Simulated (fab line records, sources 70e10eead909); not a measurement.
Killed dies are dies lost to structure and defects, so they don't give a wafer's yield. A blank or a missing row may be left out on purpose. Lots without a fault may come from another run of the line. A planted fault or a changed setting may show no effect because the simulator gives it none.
A struck lot beside a sound one | flow nand_harc | 14 steps out of a route of 1302
Sound: wafers L616.2, L616.3, L616.6. Struck: wafers L610.4, L610.6. The cause comes at the end.
At each step with rows: each side's tool, then ch and its chambers, then its first start. Under that, the readings that differ: sound wafers | struck wafers | difference of the means | sigmas: that difference in standard deviations of wafers without a fault.
alike: readings whose means differ by less than 2 such deviations, and words and numbers that are the same on both sides. not compared: withheld readings, readings that some wafer has no value for, bounds like >300 that may hide the same value, and numbers for which the record gives no deviation and whose values overlap.
The two part at a step that has a row with sigmas, a row that says differs or no value, or rows on one side only. Numbers that don't overlap but have no deviation are shown without sigmas and don't part them. A reading that every wafer of one side lacks parts them only if that side has two wafers or more.

first, 1 step without rows for these wafers: NHARC_A_STAIRCASE_HARDBAKE_311 (time 140 s).
NHARC_A_STAIRCASE_DESCUM_312: chemistry O2, time 3 s.
  sound on rie_diel-01 ch 0,2,3, day 23 02:16; struck on rie_diel-01 ch 0,3, day 20 23:26
  alike: drypump_motor_current_A, oes_product_au, rf_vpp_V, showerhead_plenum_p_Torr, throttle_valve_pct
  not compared: rf_hours_counter_h
NHARC_A_STAIRCASE_ETCH_313: etches the open film in CF4/CHF3.
  sound on rie_diel-01 ch 0,1, day 23 02:28; struck on rie_diel-01 ch 2,3, day 20 23:32
  alike: cf4_flow_sccm, chf3_flow_sccm, drypump_motor_current_A, oes_product_au, rf_vpp_V, showerhead_plenum_p_Torr, throttle_valve_pct
  not compared: rf_hours_counter_h
then, 2 steps without rows for these wafers: NHARC_A_STAIRCASE_HM_OPEN_463 (chemistry O2/COS); NHARC_A_STAIRCASE_STRIP_464 (strips in O2/COS).
NHARC_A_STAIRCASE_ETCH_453: etches the open film in CF4/O2, target depth 30 nm, overetch 3 nm, time 16.5 s.
  sound on rie_diel-01 ch 0,1,3; struck on rie_diel-01 ch 0,2
  alike: cf4_flow_sccm, drypump_motor_current_A, oes_product_au, rf_vpp_V, showerhead_plenum_p_Torr, throttle_valve_pct
  not compared: rf_hours_counter_h
then, 1 step without rows for these wafers: NHARC_A_STAIRCASE_ETCH_315 (etches the open film in C4F8/O2/Ar, target depth 2500 nm, time 607.1 s).
NHARC_A_STAIRCASE_STRIP_316: strips in O2.
  sound on rie_diel-01 ch 0,1,3; struck on rie_diel-01 ch 0,3
  alike: drypump_motor_current_A, oes_product_au, rf_vpp_V, showerhead_plenum_p_Torr, throttle_valve_pct
  not compared: rf_hours_counter_h
then, 3 steps without rows for these wafers: NHARC_A_STAIRCASE_STRIP_317 (strips in SPM, time 900 s); NHARC_A_STAIRCASE_PRECLEAN_318 (cleans in SC1); NHARC_A_STAIRCASE_SRD_329.
NHARC_A_STAIRCASE_ALD_415: deposits SiO2, target thk 30 nm, pulse time 6 s, ald cycles 300.
  sound on ald_hk-01 ch 0,3, day 23 05:18; struck on ald_hk-02 ch 0, day 21 01:31
  reading    | sound       | struck  | difference | sigmas
  ald_cycles | 300 300 300 | 369 369 | +69        |
  alike: heater_power_w, precursor_pulse_height_rel
NHARC_A_STAIRCASE_ETCHBACK_416: etches the open film in C4F8/O2/Ar, target depth 36 nm, time 7.2 s.
  sound on rie_diel-13 ch 2,3; struck on rie_diel-01 ch 2,3
  reading               | sound             | struck      | difference | sigmas
  oes_product_au (a.u.) | 1.018 1.001 1.021 | 0.918 0.922 | -0.093     | -3
  alike: rf_vpp_V
  not compared: rf_hours_counter_h
-- the record jumps here: 7 days lie between the struck wafers' starts before and after (it left off in module A_STAIRCASE and takes up again in module END, whose first step shown is number 1302 of the route) --
NHARC_END_SORT_01:
  sound on prober-01 ch 0, day 30 14:55; struck on prober-02 ch 0, day 28 12:35
  reading         | sound    | struck  | difference | sigmas
  killed_at_array | 53 39 42 | 665 662 | +619       | +33
  killed_dies     | 58 45 49 | 671 670 | +620       | +31
  killed_short    | 2 0 2    | 4 6     | +4         | +2
  alike: killed_at_other, killed_at_periphery, killed_open

WHERE THEY PART
First at NHARC_A_STAIRCASE_ETCHBACK_416; last, within this record, at NHARC_END_SORT_01.

WHY: what the simulator had put in
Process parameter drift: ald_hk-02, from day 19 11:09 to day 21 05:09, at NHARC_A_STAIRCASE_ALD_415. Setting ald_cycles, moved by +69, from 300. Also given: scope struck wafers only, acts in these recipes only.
